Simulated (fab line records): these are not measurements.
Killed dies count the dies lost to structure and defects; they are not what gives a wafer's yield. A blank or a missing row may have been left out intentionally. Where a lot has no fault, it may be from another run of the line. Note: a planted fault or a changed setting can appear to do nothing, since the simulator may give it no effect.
fab line records	flow n5-finfet	part 1 of 2: steps 1 to 25 of 36
record lots=5	wafers=15	last-day=18
route steps=1938 shown WELL_APT@22 PMOS_HMC_CHANNEL_EPI@57
lots that met no fault: taken from a fault-free run of the same line
start-h: hours from the record's opening day to when the first of the lot's shown wafers began	wait-h: hours elapsed since this lot's preceding step	" the same as in the row above	L1.1+2: a row that stands for several wafers	- no value, or no start was given	* or withheld: withheld	< > ~ a bound
route shown NAME@n: a module of which the file shows steps, and the number in the route of the first	usual: mean/standard deviation taken from wafers without a fault	same: alike in all rows	chamber/n: place in a boat	sites: per-site readings	_std_site: the standard deviation of these	_edge_site: inner sites' mean taken away from outer sites' mean	radius-mm: for every site, how far away it sits from the centre of the wafer	mask NAME#n: copy n	behind: tool/chamber where the wafer was last shaped	hold: reason for holding the lot/hours on hold/outcome of the hold	device: whichever transistor did not switch (one of n, p or np)	end of line: tests of these same wafers at the route's end	for a step that has no rows: nothing shown but its recipe	killed: the dies lost at the first sort to structure and to defects; this is not the yield of the wafer	map: a wafer's dies, x killed, . not, _ none there
set.NAME: the setting the step ran with; set.NAME@STEP: the setting that earlier step ran with	model.NAME: the simulator's own value behind a step, which no gauge read
lots at selected steps of the route; one table per step, one row per wafer
services: from which hour (start-h, from the record's first day; less than 0 if before it) a tool's chamber was out of use, for how many hours, and why
## steps
# step N5_WELL_APT_EBR_04
# recipe solvent=PGMEA	ebr-width-mm=1.5
# usual resist-line-temp-C=23.01/0.11
lot.wafer	tool	chamber	start-h	wait-h	resist-line-temp-C
L074.4	litho-track-05	0	-	-	23.11
L074.5	"	0	"	"	23.08
L074.6	"	0	"	"	23.08
L076.2	litho-track-03	0	-	-	23.12
L076.5	"	0	"	"	23.10
L076.6	"	0	"	"	23.19
L077.2	litho-track-03	0	-	-	23.00
L077.3	"	0	"	"	23.12
L077.4	"	0	"	"	23.05
L080.2	litho-track-03	0	-	-	23.14
L080.4	"	0	"	"	23.05
L080.6	"	0	"	"	22.92
L093.1	litho-track-05	0	-	-	23.05
L093.2	"	0	"	"	23.12
L093.5	"	0	"	"	22.98
# step N5_WELL_APT_SOFTBAKE_03
# recipe temp-c=130	time-s=60
# usual resist-line-temp-C=23.00/0.11
lot.wafer	tool	chamber	start-h	wait-h	resist-line-temp-C
L074.4	litho-track-05	0	-	-	23.04
L074.5	"	0	"	"	22.96
L074.6	"	0	"	"	23.00
L076.2	litho-track-03	0	-	-	22.92
L076.5	"	0	"	"	22.90
L076.6	"	0	"	"	23.12
L077.2	litho-track-03	0	-	-	22.94
L077.3	"	0	"	"	22.98
L077.4	"	0	"	"	23.16
L080.2	litho-track-03	0	-	-	22.95
L080.4	"	0	"	"	22.87
L080.6	"	0	"	"	22.78
L093.1	litho-track-05	0	-	-	23.09
L093.2	"	0	"	"	23.16
L093.5	"	0	"	"	22.91
# step N5_WELL_APT_EXPOSE_05
# recipe mask-id=NWELL	na=0.8	source-shape=conventional	sigma-outer=0.8	polarization=unpolarized	defocus-nm=0	target-cd-nm=200	dose-mj=20.3
# usual focus-offset-nm=0.0/0.54
lot.wafer	tool	chamber	start-h	wait-h	mask	focus-offset-nm
L074.4	krf-scanner-02	0	13.40	-	NWELL#0	0.5
L074.5	"	0	"	"	NWELL#0	1.1
L074.6	"	0	"	"	NWELL#0	-0.1
L076.2	krf-scanner-01	0	25.40	-	NWELL#0	0.0
L076.5	"	0	"	"	NWELL#0	-0.4
L076.6	"	0	"	"	NWELL#0	1.0
L077.2	krf-scanner-01	0	31.74	-	NWELL#0	-0.1
L077.3	"	0	"	"	NWELL#0	0.6
L077.4	"	0	"	"	NWELL#0	-0.4
L080.2	krf-scanner-01	0	49.52	-	NWELL#0	0.2
L080.4	"	0	"	"	NWELL#0	-0.3
L080.6	"	0	"	"	NWELL#0	-0.5
L093.1	krf-scanner-01	0	127.39	-	NWELL#0	0.2
L093.2	"	0	"	"	NWELL#0	0.2
L093.5	"	0	"	"	NWELL#0	-0.8
# step N5_WELL_APT_PEB_06
# recipe peb-temp-c=130	peb-time-s=90
# usual resist-line-temp-C=22.97/0.1
lot.wafer	tool	chamber	start-h	wait-h	resist-line-temp-C
L074.4	litho-track-01	0	13.44	0.0	22.99
L074.5	"	0	"	"	22.94
L074.6	"	0	"	"	23.00
L076.2	litho-track-05	0	25.45	0.0	22.93
L076.5	"	0	"	"	22.98
L076.6	"	0	"	"	22.98
L077.2	litho-track-03	0	31.79	0.0	22.99
L077.3	"	0	"	"	23.05
L077.4	"	0	"	"	23.03
L080.2	litho-track-03	0	49.57	0.0	23.18
L080.4	"	0	"	"	22.94
L080.6	"	0	"	"	23.06
L093.1	litho-track-05	0	127.44	0.1	22.95
L093.2	"	0	"	"	23.02
L093.5	"	0	"	"	22.98
# step N5_WELL_APT_DEVELOP_07
# recipe develop-time-s=45	rinse-liquid=surfactant-rinse	dry=air-spin	dev-temp-c=21
# usual resist-line-temp-C=23.04/0.1
lot.wafer	tool	chamber	start-h	wait-h	resist-line-temp-C
L074.4	litho-track-01	0	-	-	22.98
L074.5	"	0	"	"	22.85
L074.6	"	0	"	"	22.95
L076.2	litho-track-05	0	-	-	23.10
L076.5	"	0	"	"	23.06
L076.6	"	0	"	"	23.09
L077.2	litho-track-03	0	-	-	22.95
L077.3	"	0	"	"	22.94
L077.4	"	0	"	"	22.99
L080.2	litho-track-03	0	-	-	23.01
L080.4	"	0	"	"	23.10
L080.6	"	0	"	"	23.06
L093.1	litho-track-05	0	-	-	23.11
L093.2	"	0	"	"	23.16
L093.5	"	0	"	"	22.97
# step N5_WELL_APT_HARDBAKE_12
# recipe temp-c=130	time-s=120
# usual resist-line-temp-C=23.00/0.1
lot.wafer	tool	chamber	start-h	wait-h	resist-line-temp-C
L074.4	litho-track-01	0	-	-	22.82
L074.5	"	0	"	"	22.77
L074.6	"	0	"	"	22.85
L076.2	litho-track-05	0	-	-	23.02
L076.5	"	0	"	"	23.11
L076.6	"	0	"	"	23.08
L077.2	litho-track-03	0	-	-	23.04
L077.3	"	0	"	"	23.12
L077.4	"	0	"	"	23.19
L080.2	litho-track-03	0	-	-	23.21
L080.4	"	0	"	"	23.06
L080.6	"	0	"	"	23.19
L093.1	litho-track-05	0	-	-	22.88
L093.2	"	0	"	"	23.04
L093.5	"	0	"	"	22.96
# step N5_WELL_APT_CD_MEAS_08
# recipe target-cd-nm=200	landing-energy-ev=500	detector=se-inlens
# usual cd-nm=199.5/1.5
lot.wafer	tool	chamber	start-h	wait-h	cd-nm
L074.4	cd-sem-02	0	13.56	-	200.5
L074.5	"	0	"	"	200.6
L074.6	"	0	"	"	199.5
L076.2	cd-sem-03	0	25.57	-	197.3
L076.5	"	0	"	"	198.6
L076.6	"	0	"	"	199.8
L077.2	cd-sem-02	0	31.91	-	199.1
L077.3	"	0	"	"	200.6
L077.4	"	0	"	"	201.0
L080.2	cd-sem-02	0	49.69	-	197.0
L080.4	"	0	"	"	196.7
L080.6	"	0	"	"	197.5
L093.1	cd-sem-03	0	127.56	-	200.6
L093.2	"	0	"	"	199.2
L093.5	"	0	"	"	201.0
# step N5_WELL_APT_OVL_MEAS_09
# recipe points-per-wafer=44
# usual NWELL_OVL=5/5.5
# same points-per-wafer=44
lot.wafer	tool	chamber	start-h	wait-h	NWELL_OVL[nm]
L074.4	overlay-01	0	13.59	0.0	7
L074.5	"	0	"	"	14
L074.6	"	0	"	"	16
L076.2	overlay-02	0	25.59	0.0	5
L076.5	"	0	"	"	8
L076.6	"	0	"	"	12
L077.2	overlay-01	0	31.94	0.0	8
L077.3	"	0	"	"	5
L077.4	"	0	"	"	2
L080.2	overlay-01	0	49.72	0.0	-3
L080.4	"	0	"	"	-2
L080.6	"	0	"	"	2
L093.1	overlay-01	0	127.59	0.0	1
L093.2	"	0	"	"	10
L093.5	"	0	"	"	6
# step N5_WELL_APT_INSPECT_10
# recipe mode=adi	inspect-instrument=macro
# usual raw-defect-count=2.1/1.3
lot.wafer	tool	chamber	start-h	wait-h	raw-defect-count
L074.4	defect-inspect-01	-	13.61	0.0	3
L074.5	"	-	"	"	0
L074.6	"	-	"	"	2
L076.2	defect-inspect-01	-	25.62	0.0	2
L076.5	"	-	"	"	2
L076.6	"	-	"	"	3
L077.2	defect-inspect-01	-	31.96	0.0	2
L077.3	"	-	"	"	1
L077.4	"	-	"	"	3
L080.2	defect-inspect-01	-	49.74	0.0	2
L080.4	"	-	"	"	1
L080.6	"	-	"	"	2
L093.1	defect-inspect-02	-	127.61	0.0	1
L093.2	"	-	"	"	0
L093.5	"	-	"	"	7
# step N5_WELL_APT_DESCUM_13
# recipe chemistry=O2	time-s=7.9	source-power-w=50	bias-power-w=20	pressure-mtorr=20	rf-frequency-hz=2.712e+07	temp-c=40	o2-flow-sccm=225
# usual chamber-pressure-mTorr=19.999/0.017	drypump-motor-current-A=5.7/0.38	o2-flow-sccm=225.0/0.65	oes-product-au=0.77/0.079	rf-vpp-V=243.0/1.5	showerhead-plenum-p-Torr=2.09/0.077	throttle-valve-pct=20.51/0.24
lot.wafer	tool	chamber	start-h	wait-h	chamber-pressure-mTorr	drypump-motor-current-A	o2-flow-sccm	oes-product-au	rf-hours-counter-h	rf-vpp-V	showerhead-plenum-p-Torr	throttle-valve-pct
L074.4	rie-diel-04	1	13.69	0.1	20.013	6.2	225.0	0.67	249	241.3	1.96	20.63
L074.5	"	3	"	"	20.013	5.7	224.8	0.68	-	240.7	1.97	20.83
L074.6	"	2	"	"	19.975	5.6	224.2	0.80	-	244.6	2.18	20.67
L076.2	rie-diel-03	0	25.65	0.0	20.012	5.1	224.2	0.70	213	242.9	2.06	20.58
L076.5	"	3	"	"	19.968	5.9	224.8	0.81	-	242.3	2.02	20.54
L076.6	"	2	"	"	19.972	5.5	225.0	0.82	-	243.8	2.21	20.75
L077.2	rie-diel-03	3	32.00	0.0	19.973	5.9	225.1	0.80	122	241.4	2.02	20.54
L077.3	"	0	"	"	19.988	5.1	223.9	0.70	214	241.6	2.06	20.57
L077.4	"	1	"	"	20.027	6.4	226.9	0.71	214	242.0	2.06	20.26
L080.2	rie-diel-03	3	50.02	0.3	20.024	5.9	224.9	0.79	127	240.9	2.01	20.55
L080.4	"	0	"	"	20.010	5.1	225.6	0.69	220	243.0	2.06	20.55
L080.6	"	2	"	"	19.994	5.5	225.2	0.81	-	245.1	2.21	20.76
L093.1	rie-diel-03	1	127.71	0.1	19.997	6.3	225.5	0.68	247	242.7	2.05	20.31
L093.2	"	3	"	"	20.006	5.9	224.9	0.77	145	243.2	2.01	20.57
L093.5	"	3	"	"	20.013	5.9	225.2	0.78	-	242.6	2.01	20.56
# step N5_WELL_APT_IMPLANT_14
# recipe species=P	energy-kev=160	dose-cm2=1.5e+13	tilt-deg=0	rotation-deg=0
lot.wafer	tool	chamber	start-h	wait-h
L074.4+5+6	implanter-02	0	13.88	0.2
L076.2+5+6	implanter-02	0	25.78	0.1
L077.2+3+4	implanter-01	0	32.13	0.1
L080.2+4+6	implanter-01	0	50.15	0.1
L093.1+2+5	implanter-02	0	127.81	0.1
# step N5_WELL_APT_IMPLANT_15
# recipe species=As	energy-kev=25	dose-cm2=1.5e+13	tilt-deg=0	rotation-deg=0
lot.wafer	tool	chamber	start-h	wait-h
L074.4+5+6	implanter-02	0	14.06	0.1
L076.2+5+6	implanter-02	0	25.96	0.1
L077.2+3+4	implanter-01	0	32.31	0.1
L080.2+4+6	implanter-01	0	50.33	0.1
L093.1+2+5	implanter-02	0	127.99	0.1
# step N5_WELL_APT_STRIP_16
# recipe chemistry=SPM	time-s=900	temp-c=130	h2so4-h2o2-vol-ratio=4	dry=ipa-marangoni
lot.wafer	tool	chamber	start-h	wait-h
L074.4+5+6	wet-bench-05	2,4,6	14.18	0.1
L076.2+5+6	wet-bench-04	3,0,7	26.14	0.1
L077.2+3+4	wet-bench-04	1,4,2	32.48	0.1
L080.2+4+6	wet-bench-05	5,4,2	50.52	0.2
L093.1+2+5	wet-bench-02	1,5,0	128.21	0.2
# step N5_WELL_APT_HMDS_18
# recipe time-s=60	temp-c=120
# usual resist-line-temp-C=23.03/0.11
lot.wafer	tool	chamber	start-h	wait-h	resist-line-temp-C
L074.4	litho-track-03	0	14.45	0.0	23.02
L074.5	"	0	"	"	23.17
L074.6	"	0	"	"	23.00
L076.2	litho-track-05	0	26.41	0.0	23.09
L076.5	"	0	"	"	22.91
L076.6	"	0	"	"	23.12
L077.2	litho-track-03	0	32.76	0.0	22.90
L077.3	"	0	"	"	22.97
L077.4	"	0	"	"	23.15
L080.2	litho-track-01	0	50.80	0.0	22.90
L080.4	"	0	"	"	22.95
L080.6	"	0	"	"	22.92
L093.1	litho-track-01	0	128.49	0.0	23.09
L093.2	"	0	"	"	22.94
L093.5	"	0	"	"	23.09
# step N5_WELL_APT_COAT_19
# recipe spin-rpm=1357	resist-thk-nm=950
# usual resist-line-temp-C=22.99/0.1	spin-speed-rpm=1357.2/0.89
lot.wafer	tool	chamber	start-h	wait-h	resist-line-temp-C	spin-speed-rpm
L074.4	litho-track-03	0	-	-	23.02	1358.1
L074.5	"	0	"	"	23.04	1356.8
L074.6	"	0	"	"	22.95	1357.0
L076.2	litho-track-05	0	-	-	22.86	1357.4
L076.5	"	0	"	"	22.87	1356.4
L076.6	"	0	"	"	22.81	1356.9
L077.2	litho-track-03	0	-	-	23.00	1357.2
L077.3	"	0	"	"	22.81	1356.6
L077.4	"	0	"	"	23.05	1356.2
L080.2	litho-track-01	0	-	-	23.09	1357.9
L080.4	"	0	"	"	22.93	1359.2
L080.6	"	0	"	"	22.97	1357.7
L093.1	litho-track-01	0	-	-	22.99	1356.9
L093.2	"	0	"	"	22.84	1357.6
L093.5	"	0	"	"	23.11	1357.8
# step N5_WELL_APT_EBR_21
# recipe solvent=PGMEA	ebr-width-mm=1.5
# usual resist-line-temp-C=23.02/0.1
lot.wafer	tool	chamber	start-h	wait-h	resist-line-temp-C
L074.4	litho-track-03	0	-	-	22.95
L074.5	"	0	"	"	22.93
L074.6	"	0	"	"	23.06
L076.2	litho-track-05	0	-	-	22.98
L076.5	"	0	"	"	22.94
L076.6	"	0	"	"	23.02
L077.2	litho-track-03	0	-	-	22.97
L077.3	"	0	"	"	22.93
L077.4	"	0	"	"	22.93
L080.2	litho-track-01	0	-	-	22.78
L080.4	"	0	"	"	22.81
L080.6	"	0	"	"	22.89
L093.1	litho-track-01	0	-	-	23.00
L093.2	"	0	"	"	23.14
L093.5	"	0	"	"	23.11
# step N5_WELL_APT_SOFTBAKE_20
# recipe temp-c=130	time-s=60
# usual resist-line-temp-C=23.00/0.11
lot.wafer	tool	chamber	start-h	wait-h	resist-line-temp-C
L074.4	litho-track-03	0	-	-	22.98
L074.5	"	0	"	"	23.04
L074.6	"	0	"	"	22.94
L076.2	litho-track-05	0	-	-	23.13
L076.5	"	0	"	"	22.82
L076.6	"	0	"	"	22.97
L077.2	litho-track-03	0	-	-	23.21
L077.3	"	0	"	"	23.26
L077.4	"	0	"	"	23.15
L080.2	litho-track-01	0	-	-	22.88
L080.4	"	0	"	"	23.10
L080.6	"	0	"	"	22.97
L093.1	litho-track-01	0	-	-	22.96
L093.2	"	0	"	"	23.01
L093.5	"	0	"	"	23.09
# step N5_WELL_APT_EXPOSE_22
# recipe mask-id=PWELL	na=0.8	source-shape=conventional	sigma-outer=0.8	polarization=unpolarized	defocus-nm=0	target-cd-nm=200	dose-mj=23.2
# usual focus-offset-nm=-0.1/0.53
lot.wafer	tool	chamber	start-h	wait-h	mask	focus-offset-nm
L074.4	krf-scanner-01	0	14.69	-	PWELL#0	0.9
L074.5	"	0	"	"	PWELL#0	0.1
L074.6	"	0	"	"	PWELL#0	-0.3
L076.2	krf-scanner-01	0	26.64	-	PWELL#0	0.3
L076.5	"	0	"	"	PWELL#0	-0.3
L076.6	"	0	"	"	PWELL#0	0.0
L077.2	krf-scanner-01	0	32.86	-	PWELL#0	0.4
L077.3	"	0	"	"	PWELL#0	0.4
L077.4	"	0	"	"	PWELL#0	-0.4
L080.2	krf-scanner-01	0	50.90	-	PWELL#0	-0.6
L080.4	"	0	"	"	PWELL#0	-0.5
L080.6	"	0	"	"	PWELL#0	0.0
L093.1	krf-scanner-02	0	128.59	-	PWELL#0	-0.8
L093.2	"	0	"	"	PWELL#0	0.4
L093.5	"	0	"	"	PWELL#0	1.2
# step N5_WELL_APT_PEB_23
# recipe peb-temp-c=130	peb-time-s=90
# usual resist-line-temp-C=23.00/0.11
lot.wafer	tool	chamber	start-h	wait-h	resist-line-temp-C
L074.4	litho-track-03	0	14.73	0.0	23.14
L074.5	"	0	"	"	23.11
L074.6	"	0	"	"	23.05
L076.2	litho-track-03	0	26.70	0.0	22.90
L076.5	"	0	"	"	22.93
L076.6	"	0	"	"	22.95
L077.2	litho-track-05	0	32.91	0.0	22.95
L077.3	"	0	"	"	22.72
L077.4	"	0	"	"	22.95
L080.2	litho-track-03	0	50.95	0.0	23.01
L080.4	"	0	"	"	23.04
L080.6	"	0	"	"	22.99
L093.1	litho-track-03	0	128.65	0.1	23.04
L093.2	"	0	"	"	23.13
L093.5	"	0	"	"	23.16
# step N5_WELL_APT_DEVELOP_24
# recipe develop-time-s=45	rinse-liquid=surfactant-rinse	dry=air-spin	dev-temp-c=21
# usual resist-line-temp-C=23.02/0.094
lot.wafer	tool	chamber	start-h	wait-h	resist-line-temp-C
L074.4	litho-track-03	0	-	-	23.01
L074.5	"	0	"	"	23.00
L074.6	"	0	"	"	23.05
L076.2	litho-track-03	0	-	-	23.05
L076.5	"	0	"	"	23.13
L076.6	"	0	"	"	23.26
L077.2	litho-track-05	0	-	-	23.00
L077.3	"	0	"	"	23.03
L077.4	"	0	"	"	23.06
L080.2	litho-track-03	0	-	-	23.15
L080.4	"	0	"	"	23.15
L080.6	"	0	"	"	23.09
L093.1	litho-track-03	0	-	-	23.08
L093.2	"	0	"	"	23.03
L093.5	"	0	"	"	23.00
# step N5_WELL_APT_HARDBAKE_29
# recipe temp-c=130	time-s=120
# usual resist-line-temp-C=23.00/0.099
lot.wafer	tool	chamber	start-h	wait-h	resist-line-temp-C
L074.4	litho-track-03	0	-	-	22.84
L074.5	"	0	"	"	23.03
L074.6	"	0	"	"	23.02
L076.2	litho-track-03	0	-	-	23.07
L076.5	"	0	"	"	22.98
L076.6	"	0	"	"	23.08
L077.2	litho-track-05	0	-	-	23.01
L077.3	"	0	"	"	22.90
L077.4	"	0	"	"	23.10
L080.2	litho-track-03	0	-	-	22.97
L080.4	"	0	"	"	22.86
L080.6	"	0	"	"	23.10
L093.1	litho-track-03	0	-	-	22.97
L093.2	"	0	"	"	23.01
L093.5	"	0	"	"	22.83
# step N5_WELL_APT_CD_MEAS_25
# recipe target-cd-nm=200	landing-energy-ev=500	detector=se-inlens
# usual cd-nm=199.9/2.2
lot.wafer	tool	chamber	start-h	wait-h	cd-nm
L074.4	cd-sem-03	0	14.85	-	202.4
L074.5	"	0	"	"	200.3
L074.6	"	0	"	"	198.8
L076.2	cd-sem-02	0	26.81	-	199.3
L076.5	"	0	"	"	201.2
L076.6	"	0	"	"	199.4
L077.2	cd-sem-03	0	33.03	-	200.7
L077.3	"	0	"	"	199.1
L077.4	"	0	"	"	199.7
L080.2	cd-sem-02	0	51.07	-	198.9
L080.4	"	0	"	"	201.0
L080.6	"	0	"	"	201.0
L093.1	cd-sem-02	0	128.76	-	197.5
L093.2	"	0	"	"	198.4
L093.5	"	0	"	"	198.6
# step N5_WELL_APT_OVL_MEAS_26
# recipe points-per-wafer=44
# usual PWELL_OVL=-1/5.7
# same points-per-wafer=44
lot.wafer	tool	chamber	start-h	wait-h	PWELL_OVL[nm]
L074.4	overlay-01	0	14.88	0.0	1
L074.5	"	0	"	"	3
L074.6	"	0	"	"	-2
L076.2	overlay-02	0	26.84	0.0	-5
L076.5	"	0	"	"	-4
L076.6	"	0	"	"	-7
L077.2	overlay-02	0	33.06	0.0	-3
L077.3	"	0	"	"	-13
L077.4	"	0	"	"	-7
L080.2	overlay-02	0	51.10	0.0	0
L080.4	"	0	"	"	-11
L080.6	"	0	"	"	-7
L093.1	overlay-02	0	128.79	0.0	-9
L093.2	"	0	"	"	-3
L093.5	"	0	"	"	-10
# step N5_WELL_APT_INSPECT_27
# recipe mode=adi	inspect-instrument=macro
# usual raw-defect-count=2.1/1.3
lot.wafer	tool	chamber	start-h	wait-h	raw-defect-count
L074.4	defect-inspect-02	-	14.90	0.0	2
L074.5	"	-	"	"	2
L074.6	"	-	"	"	1
L076.2	defect-inspect-01	-	26.87	0.0	2
L076.5	"	-	"	"	4
L076.6	"	-	"	"	2
L077.2	defect-inspect-02	-	33.08	0.0	4
L077.3	"	-	"	"	2
L077.4	"	-	"	"	2
L080.2	defect-inspect-01	-	51.12	0.0	2
L080.4	"	-	"	"	2
L080.6	"	-	"	"	3
L093.1	defect-inspect-01	-	128.81	0.0	2
L093.2	"	-	"	"	0
L093.5	"	-	"	"	1
# step N5_WELL_APT_DESCUM_30
# recipe chemistry=O2	time-s=7.9	source-power-w=50	bias-power-w=20	pressure-mtorr=20	rf-frequency-hz=2.712e+07	temp-c=40	o2-flow-sccm=225
# usual chamber-pressure-mTorr=20.001/0.016	drypump-motor-current-A=5.8/0.37	o2-flow-sccm=225.0/0.65	oes-product-au=0.79/0.089	rf-vpp-V=243.3/1.4	showerhead-plenum-p-Torr=2.10/0.079	throttle-valve-pct=20.45/0.25
lot.wafer	tool	chamber	start-h	wait-h	chamber-pressure-mTorr	drypump-motor-current-A	o2-flow-sccm	oes-product-au	rf-hours-counter-h	rf-vpp-V	showerhead-plenum-p-Torr	throttle-valve-pct
L074.4	rie-diel-03	3	14.94	0.0	19.992	5.9	225.6	0.81	118	242.5	2.02	20.54
L074.5	"	0	"	"	19.994	5.1	225.0	0.70	-	242.9	2.06	20.53
L074.6	"	1	"	"	19.973	6.3	225.6	0.71	-	243.6	2.07	20.27
L076.2	rie-diel-04	3	26.90	0.0	19.994	5.7	225.4	0.68	253	241.0	1.97	20.82
L076.5	"	0	"	"	19.995	5.5	225.5	0.96	-	242.7	2.06	20.02
L076.6	"	2	"	"	20.010	5.6	223.6	0.80	-	245.3	2.18	20.68
L077.2	rie-diel-04	3	33.12	0.0	20.007	5.7	224.8	0.68	254	241.4	1.97	20.84
L077.3	"	2	"	"	20.012	5.6	225.3	0.80	123	243.8	2.18	20.68
L077.4	"	0	"	"	19.998	5.5	224.3	0.95	-	242.2	2.06	20.01
L080.2	rie-diel-04	2	51.70	0.6	20.004	5.6	224.6	0.80	132	245.1	2.17	20.67
L080.4	"	1	"	"	20.013	6.2	225.1	0.95	-	245.3	2.22	20.25
L080.6	"	0	"	"	20.038	5.5	226.4	0.93	-	242.1	2.06	20.04
L093.1	rie-diel-04	0	128.86	0.0	20.018	5.5	224.7	0.88	54	241.7	2.05	20.07
L093.2	"	2	"	"	20.000	5.6	225.3	0.77	162	244.0	2.16	20.73
L093.5	"	0	"	"	20.011	5.5	225.2	0.87	-	241.0	2.05	20.09
